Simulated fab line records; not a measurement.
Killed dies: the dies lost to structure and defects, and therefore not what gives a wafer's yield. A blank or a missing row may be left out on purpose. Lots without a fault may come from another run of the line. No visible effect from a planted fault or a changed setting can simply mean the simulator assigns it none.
fab line records	flow n5Finfet
record lots=6	wafers=17	lastDay=18
route steps=1938 shown BEOL_M5@1142
lots with no fault: from the same line, run without faults
startH: hours from the record's first day to the start of the lot's first wafer shown	waitH: time in hours since the lot's previous step	" unchanged from the row above	L1.1+2: several wafers, shown together as one row	- no value, or no start given	* or withheld: withheld	< > ~ a bound
route shown NAME@n: a module of which the file shows steps, and the number in the route of the first	usual: mean/standard deviation of fault-free wafers	same: alike in all rows	chamber/n: place in a boat	sites: each site's reading	_std_site: how widely they spread, as a standard deviation	_edge_site: the outer-site mean with the inner-site mean subtracted	radiusMm: how far each site lies from the wafer's centre	mask NAME#n: copy n	behind: the tool/chamber that last shaped the wafer	hold: what put the lot on hold/how long, in hours/how the hold closed	device: the n, p or np transistor that did not switch	end of line: the tests these same wafers got at the end of their route	where a step has no rows: the recipe by itself	killed: at the first sort, the dies lost to defects and structure; wafer yield is something else	map: a wafer's dies, x killed, . not, _ none there
set.NAME: the setting as run; set.NAME@STEP: as run at that earlier step	model.NAME: the simulator's own value behind a step, which no gauge read
lots at some steps of the route; a table a step, a row a wafer
services: when a tool's chamber went out of use (startH, in hours from the record's first day, below 0 if earlier), for how many hours, and the reason
## steps
# step N5_BEOL_M5_COAT_22
# recipe resist=CAR-EUV	spinRpm=1500	resistThkNm=30
# step N5_BEOL_M5_EBR_24
# recipe solvent=PGMEA	ebrWidthMm=1.5
# step N5_BEOL_M5_SOFTBAKE_23
# recipe tempC=110	timeS=60	resist=CAR-EUV
# step N5_BEOL_M5_EXPOSE_25
# recipe maskId=V4	na=0.33	sourceShape=quasar	sigmaInner=0.2	sigmaOuter=0.6	polarization=unpolarized	defocusNm=10	doseMj=52.75
# step N5_BEOL_M5_PEB_26
# recipe pebTempC=100	pebTimeS=60	resist=CAR-EUV
# step N5_BEOL_M5_DEVELOP_27
# recipe developTimeS=30	developer=TMAH	resist=CAR-EUV	rinseLiquid=surfactantRinse	dry=airSpin	devTempC=23
# step N5_BEOL_M5_CD_MEAS_28
# recipe targetCdNm=30.6	landingEnergyEv=500	detector=seInlens	targetCdYNm=20	polarity=opening
# usual cdNm=30.59/0.25
lot.wafer	tool	chamber	startH	waitH	cdNm
L570.1	cdSem-02	0	197.66	-	30.70
L570.2	"	0	"	"	30.39
L570.4	"	0	"	"	31.09
L579.1	cdSem-01	0	231.46	-	30.74
L579.4	"	0	"	"	30.57
L579.6	"	0	"	"	30.73
L584.2	cdSem-01	0	279.73	-	30.56
L584.4	"	0	"	"	30.12
L584.6	"	0	"	"	30.24
L588.2	cdSem-01	0	294.82	-	30.69
L588.5	"	0	"	"	30.22
L586.1	cdSem-03	0	295.56	-	30.73
L586.4	"	0	"	"	30.51
L586.5	"	0	"	"	30.50
L589.2	cdSem-01	0	320.34	-	30.19
L589.3	"	0	"	"	30.04
L589.6	"	0	"	"	30.76
# step N5_BEOL_M5_OVL_MEAS_29
# recipe pointsPerWafer=522
# usual V4_OVL=-0.2/0.62
lot.wafer	tool	chamber	startH	waitH	V4_OVL[nm]
L570.1	overlay-02	0	197.69	0.0	0.3
L570.2	"	0	"	"	-0.5
L570.4	"	0	"	"	-1.0
L579.1	overlay-02	0	231.49	0.0	-0.3
L579.4	"	0	"	"	-1.1
L579.6	"	0	"	"	-0.4
L584.2	overlay-01	0	279.76	0.0	0.7
L584.4	"	0	"	"	-0.7
L584.6	"	0	"	"	-0.3
L588.2	overlay-02	0	294.86	0.0	-0.1
L588.5	"	0	"	"	0.6
L586.1	overlay-02	0	295.59	0.0	-0.9
L586.4	"	0	"	"	0.0
L586.5	"	0	"	"	-0.7
L589.2	overlay-01	0	320.38	0.0	-0.6
L589.3	"	0	"	"	-0.6
L589.6	"	0	"	"	-0.2
# step N5_BEOL_M5_INSPECT_30
# recipe mode=adi	inspectInstrument=brightfield
# usual rawDefectCount=392/86
lot.wafer	tool	chamber	startH	waitH	rawDefectCount
L570.1	defectInspect-01	-	197.75	0.1	466
L570.2	"	-	"	"	423
L570.4	"	-	"	"	380
L579.1	defectInspect-01	-	231.55	0.1	574
L579.4	"	-	"	"	377
L579.6	"	-	"	"	418
L584.2	defectInspect-02	-	279.81	0.0	443
L584.4	"	-	"	"	389
L584.6	"	-	"	"	430
L588.2	defectInspect-01	-	294.91	0.0	347
L588.5	"	-	"	"	303
L586.1	defectInspect-01	-	295.65	0.1	312
L586.4	"	-	"	"	365
L586.5	"	-	"	"	331
L589.2	defectInspect-01	-	320.44	0.1	430
L589.3	"	-	"	"	508
L589.6	"	-	"	"	466
# step N5_BEOL_M5_DESCUM_33
# recipe chemistry=O2	timeS=7	sourcePowerW=50	biasPowerW=20	pressureMtorr=20	rfFrequencyHz=2.712e+07	tempC=40	resist=CAR-EUV	o2FlowSccm=225
# usual drypumpMotorCurrentA=5.7/0.4	oesProductAu=0.79/0.095	rfVppV=243.1/1.3	showerheadPlenumPTorr=2.08/0.076	throttleValvePct=20.41/0.27
lot.wafer	tool	chamber	startH	waitH	drypumpMotorCurrentA	oesProductAu	rfHoursCounterH	rfVppV	showerheadPlenumPTorr	throttleValvePct
L570.1	rieDiel-04	0	197.78	0.0	5.5	0.69	223	241.6	1.97	20.53
L570.2	"	3	"	"	6.3	0.87	54	244.0	2.23	20.57
L570.4	"	2	"	"	5.8	0.74	169	243.6	2.06	20.25
L579.1	rieDiel-02	3	231.68	0.1	4.9	0.72	220	241.1	2.00	20.93
L579.4	"	1	"	"	6.4	0.98	3	241.5	2.03	19.96
L579.6	"	3	"	"	4.9	0.71	-	241.9	2.00	20.94
L584.2	rieDiel-03	2	279.89	0.1	6.0	0.74	195	241.6	1.99	20.50
L584.4	"	3	"	"	5.5	0.69	213	244.9	2.16	20.47
L584.6	"	1	"	"	5.7	0.76	-	243.8	2.08	20.20
L588.2	rieDiel-02	0	294.94	0.0	5.7	0.88	32	245.2	2.13	20.23
L588.5	"	2	"	"	5.8	0.73	-	244.4	2.08	20.66
L586.1	rieDiel-02	1	295.68	0.0	6.4	0.92	19	240.8	2.02	19.98
L586.4	"	2	"	"	5.8	0.73	-	243.8	2.08	20.68
L586.5	"	1	"	"	6.3	0.93	-	242.1	2.02	19.98
L589.2	rieDiel-04	2	320.49	0.0	5.8	0.71	208	241.6	2.05	20.33
L589.3	"	1	"	"	5.2	0.93	21	243.3	2.15	20.28
L589.6	"	1	"	"	5.2	0.93	-	243.2	2.15	20.26
# step N5_BEOL_M5_ETCH_75
# recipe chemistry=N2/H2	target=underlayer	targetDepthA=65	maskMaterial=CAR-EUV	timeS=5.2	ionEnergyEv=200	pressureMtorr=30	sourceW=840	biasW=150	n2FlowSccm=200	h2FlowSccm=200	ends=cleared
# usual drypumpMotorCurrentA=5.8/0.4	etchRfOnTimeS=5.23/0.11	oesProductAu=0.68/0.079	rfVppV=524.1/2.6	showerheadPlenumPTorr=2.54/0.088	throttleValvePct=17.89/0.24
lot.wafer	tool	chamber	startH	waitH	drypumpMotorCurrentA	etchRfOnTimeS	oesProductAu	rfHoursCounterH	rfVppV	showerheadPlenumPTorr	throttleValvePct
L570.1	rieDiel-04	0	197.82	0.0	5.5	5.34	0.59	223	521.1	2.41	18.16
L570.2	"	3	"	"	6.3	5.35	0.73	54	526.6	2.69	17.91
L570.4	"	2	"	"	5.8	5.22	0.62	169	525.1	2.53	17.74
L579.1	rieDiel-02	3	231.72	0.0	4.9	4.90	0.63	220	520.6	2.40	18.17
L579.4	"	1	"	"	6.3	5.10	0.83	3	522.2	2.49	17.43
L579.6	"	3	"	"	4.9	4.94	0.62	-	520.1	2.40	18.18
L584.2	rieDiel-03	2	279.93	0.0	6.0	5.23	0.63	195	521.4	2.43	18.07
L584.4	"	3	"	"	5.5	5.35	0.58	213	527.7	2.63	17.90
L584.6	"	1	"	"	5.7	5.21	0.64	-	523.5	2.53	17.67
L588.2	rieDiel-02	0	294.98	0.0	5.7	5.24	0.76	32	525.0	2.61	17.80
L588.5	"	2	"	"	5.9	5.14	0.63	-	524.7	2.54	18.20
L586.1	rieDiel-02	1	295.72	0.0	6.3	5.11	0.79	19	524.3	2.48	17.45
L586.4	"	2	"	"	5.8	5.16	0.63	-	522.4	2.53	18.22
L586.5	"	1	"	"	6.3	5.13	0.79	-	523.9	2.48	17.46
L589.2	rieDiel-04	2	320.53	0.0	5.8	5.27	0.60	208	525.2	2.51	17.82
L589.3	"	1	"	"	5.2	5.26	0.77	21	525.3	2.61	17.70
L589.6	"	1	"	"	5.2	5.22	0.77	-	527.3	2.61	17.69
# step N5_BEOL_M5_ETCH_67
# recipe chemistry=CF4	target=SiARC	targetDepthA=156	maskMaterial=CAR-EUV	timeS=26	ionEnergyEv=80	pressureMtorr=40	sourceW=545	biasW=36	Ar_flow_sccm=100	cf4FlowSccm=100	ends=cleared
# usual cf4FlowSccm=100.02/0.29	drypumpMotorCurrentA=5.7/0.4	etchRfOnTimeS=26.1/0.52	oesProductAu=0.68/0.079	rfVppV=183.9/1.1	showerheadPlenumPTorr=2.14/0.068	throttleValvePct=15.61/0.26
lot.wafer	tool	chamber	startH	waitH	cf4FlowSccm	drypumpMotorCurrentA	etchRfOnTimeS	oesProductAu	rfHoursCounterH	rfVppV	showerheadPlenumPTorr	throttleValvePct
L570.1	rieDiel-04	0	197.83	0.0	99.72	5.5	27.1	0.59	223	183.0	2.03	15.83
L570.2	"	3	"	"	100.32	6.3	26.7	0.72	54	185.0	2.27	15.59
L570.4	"	2	"	"	99.91	5.8	26.1	0.62	169	183.7	2.14	15.64
L579.1	rieDiel-02	3	231.74	0.0	99.91	4.9	25.0	0.63	220	181.9	2.04	16.05
L579.4	"	1	"	"	100.15	6.3	26.1	0.83	3	184.4	2.11	15.25
L579.6	"	3	"	"	99.84	4.9	25.3	0.62	-	181.3	2.04	16.03
L584.2	rieDiel-03	2	279.94	0.0	100.41	6.0	26.1	0.63	195	181.8	2.05	15.78
L584.4	"	3	"	"	99.97	5.6	26.2	0.59	213	184.3	2.21	15.73
L584.6	"	1	"	"	100.03	5.7	25.9	0.64	-	184.2	2.13	15.49
L588.2	rieDiel-02	0	295.00	0.0	100.29	5.7	26.4	0.76	32	184.3	2.17	15.29
L588.5	"	2	"	"	100.23	5.8	26.2	0.62	-	183.8	2.14	15.92
L586.1	rieDiel-02	1	295.74	0.0	100.17	6.4	25.7	0.79	19	183.7	2.10	15.24
L586.4	"	2	"	"	99.75	5.8	25.9	0.64	-	183.9	2.14	15.89
L586.5	"	1	"	"	100.32	6.4	25.9	0.78	-	183.3	2.10	15.25
L589.2	rieDiel-04	2	320.54	0.0	99.70	5.8	26.4	0.60	208	182.5	2.13	15.74
L589.3	"	1	"	"	100.34	5.2	26.4	0.78	21	184.7	2.18	15.31
L589.6	"	1	"	"	100.28	5.2	26.2	0.77	-	184.5	2.18	15.29
# step N5_BEOL_M5_ETCH_68
# recipe chemistry=N2/H2	target=SOC	targetDepthA=800	overetchA=160	maskMaterial=SiARC	tempC=40	timeS=120	ionEnergyEv=200	pressureMtorr=30	sourceW=840	biasW=150	n2FlowSccm=200	h2FlowSccm=200
# usual drypumpMotorCurrentA=5.8/0.4	oesProductAu=0.61/0.07	rfVppV=523.7/2.5	showerheadPlenumPTorr=2.54/0.088	throttleValvePct=17.85/0.24
lot.wafer	tool	chamber	startH	waitH	drypumpMotorCurrentA	oesProductAu	rfHoursCounterH	rfVppV	showerheadPlenumPTorr	throttleValvePct	model.SiARC_of_BEOL_M5_COAT_66.thkNm	model.BEOL_M5.cdNm
L570.1	rieDiel-04	0	197.86	0.0	5.5	0.54	223	518.8	2.41	18.12	6.6	27.8
L570.2	"	3	"	"	6.3	0.66	54	527.0	2.69	17.88	6.6	27.6
L570.4	"	2	"	"	5.8	0.57	169	523.3	2.53	17.70	6.4	27.4
L579.1	rieDiel-02	3	231.76	0.0	4.9	0.55	220	519.9	2.40	18.14	6.2	27.8
L579.4	"	1	"	"	6.4	0.74	3	522.0	2.49	17.41	6.4	28.2
L579.6	"	3	"	"	4.9	0.55	-	520.8	2.40	18.12	6.2	28
L584.2	rieDiel-03	2	279.97	0.0	6.0	0.57	195	521.2	2.43	18.01	6.4	27.4
L584.4	"	3	"	"	5.5	0.53	213	527.0	2.63	17.86	6.6	27.8
L584.6	"	1	"	"	5.7	0.57	-	523.6	2.53	17.62	6.2	27.8
L588.2	rieDiel-02	0	295.02	0.0	5.7	0.69	32	526.3	2.61	17.76	6.4	27.6
L588.5	"	2	"	"	5.9	0.57	-	524.6	2.54	18.15	3.4	29.2
L586.1	rieDiel-02	1	295.76	0.0	6.4	0.70	19	522.6	2.49	17.42	6.4	27.2
L586.4	"	2	"	"	5.9	0.56	-	522.6	2.54	18.16	6.4	27.4
L586.5	"	1	"	"	6.3	0.70	-	524.2	2.48	17.45	3.4	28.2
L589.2	rieDiel-04	2	320.57	0.0	5.8	0.54	208	523.1	2.51	17.78	6.6	26.8
L589.3	"	1	"	"	5.2	0.70	21	526.3	2.61	17.67	6.4	27.8
L589.6	"	1	"	"	5.2	0.69	-	525.9	2.61	17.67	6.4	28.2
# step N5_BEOL_M5_STRIP_69
# recipe chemistry=N2/H2	tempC=40	n2FlowSccm=200	h2FlowSccm=200	rfFrequencyHz=6e+07
# step N5_BEOL_M5_STRIP_76
# recipe chemistry=N2/H2	tempC=40	n2FlowSccm=200	h2FlowSccm=200	rfFrequencyHz=6e+07
# step N5_BEOL_M5_VIA_ETCH_34
# recipe chemistry=C4F6/O2	target=SiCOH_lowk	targetDepthA=883	maskMaterial=SOC	taperDeg=4	timeS=39.2	ionEnergyEv=250	pressureMtorr=30	sourceW=345	biasW=185	Ar_flow_sccm=300	C4F6_flow_sccm=10	O2_flow_sccm=10
# usual drypumpMotorCurrentA=5.8/0.4	oesProductAu=0.79/0.094	rfVppV=665/11	showerheadPlenumPTorr=2.85/0.093	throttleValvePct=20.94/0.21
lot.wafer	tool	chamber	startH	waitH	drypumpMotorCurrentA	oesProductAu	rfHoursCounterH	rfVppV	showerheadPlenumPTorr	throttleValvePct	model.BEOL_M5.cdNm
L570.1	rieDiel-04	0	197.96	0.0	5.5	0.70	223	655	2.72	21.17	27.8
L570.2	"	3	"	"	6.3	0.86	54	655	3.02	20.97	27.6
L570.4	"	2	"	"	5.8	0.74	169	651	2.85	20.93	27.4
L579.1	rieDiel-02	3	231.86	0.0	4.9	0.73	220	662	2.69	21.16	27.8
L579.4	"	1	"	"	6.3	0.96	3	657	2.83	20.72	28.2
L579.6	"	3	"	"	4.9	0.73	-	663	2.69	21.18	28
L584.2	rieDiel-03	2	280.07	0.0	6.0	0.73	195	665	2.71	20.94	27.2
L584.4	"	3	"	"	5.5	0.68	213	654	2.93	20.89	27.8
L584.6	"	1	"	"	5.7	0.76	-	683	2.85	20.81	27.8
L588.2	rieDiel-02	0	295.12	0.0	5.7	0.90	32	669	2.89	20.64	27.6
L588.5	"	2	"	"	5.8	0.74	-	669	2.85	21.26	29.2
L586.1	rieDiel-02	1	295.86	0.0	6.3	0.92	19	657	2.82	20.74	27.4
L586.4	"	2	"	"	5.9	0.73	-	669	2.86	21.24	27.4
L586.5	"	1	"	"	6.4	0.92	-	658	2.82	20.74	28.4
L589.2	rieDiel-04	2	320.67	0.0	5.8	0.71	208	650	2.83	21.00	26.8
L589.3	"	1	"	"	5.2	0.91	21	675	2.93	20.77	27.6
L589.6	"	1	"	"	5.2	0.91	-	675	2.93	20.78	28.2
# step N5_BEOL_M5_STRIP_85
# recipe chemistry=C4F6/O2	resist=SiARC	rfFrequencyHz=6e+07
## services
tool	chamber	startH	hours	kind
rieDiel-02	0	174.77	-	clean
rieDiel-02	0	174.77	-	consumableReplace:focusRing
rieDiel-02	0	174.77	19.6	scheduledDown
rieDiel-02	0	174.77	19.6	ventCycle
rieDiel-04	0	176.83	7.2	repair
rieDiel-02	1	194.32	-	clean
rieDiel-02	1	194.32	-	consumableReplace:focusRing
rieDiel-02	1	194.32	25.5	scheduledDown
rieDiel-02	1	194.32	25.5	ventCycle
rieDiel-04	0	204.06	8.8	repair
rieDiel-04	1	225.88	-	clean
rieDiel-04	1	225.88	-	consumableReplace:focusRing
rieDiel-04	1	225.88	31.8	scheduledDown
rieDiel-04	1	225.88	31.8	ventCycle
rieDiel-02	1	257.11	6.0	repair
rieDiel-04	0	284.54	18.3	repair
rieDiel-02	3	293.80	6.4	repair
rieDiel-04	0	307.97	-	clean
rieDiel-04	0	307.97	-	consumableReplace:focusRing
rieDiel-04	0	307.97	-	consumableReplace:showerhead
rieDiel-04	0	307.97	12.6	scheduledDown
rieDiel-04	0	307.97	12.6	ventCycle
rieDiel-03	0	318.87	4.7	repair
## key
firstSign none at tools or gauges
modelEffect step=N5_BEOL_M5_ETCH_68	value=SiARC_of_BEOL_M5_COAT_66.thkNm	without=6.4	struck=3.4
modelEffect step=N5_BEOL_M5_VIA_ETCH_34	value=BEOL_M5.cdNm	without=27.5	struck=28.8
metAt N5_BEOL_M5_ETCH_68
struckWafers L586.5,L588.5
onsetBetween 231.76 295.02
fault kind=processParameterDrift	tool=rieDiel-02	chamber=-	onsetH=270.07	steps=N5_BEOL_M5_ETCH_68	channel=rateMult	offset=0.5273	shape=step	endH=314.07	scope=struckWafersOnly
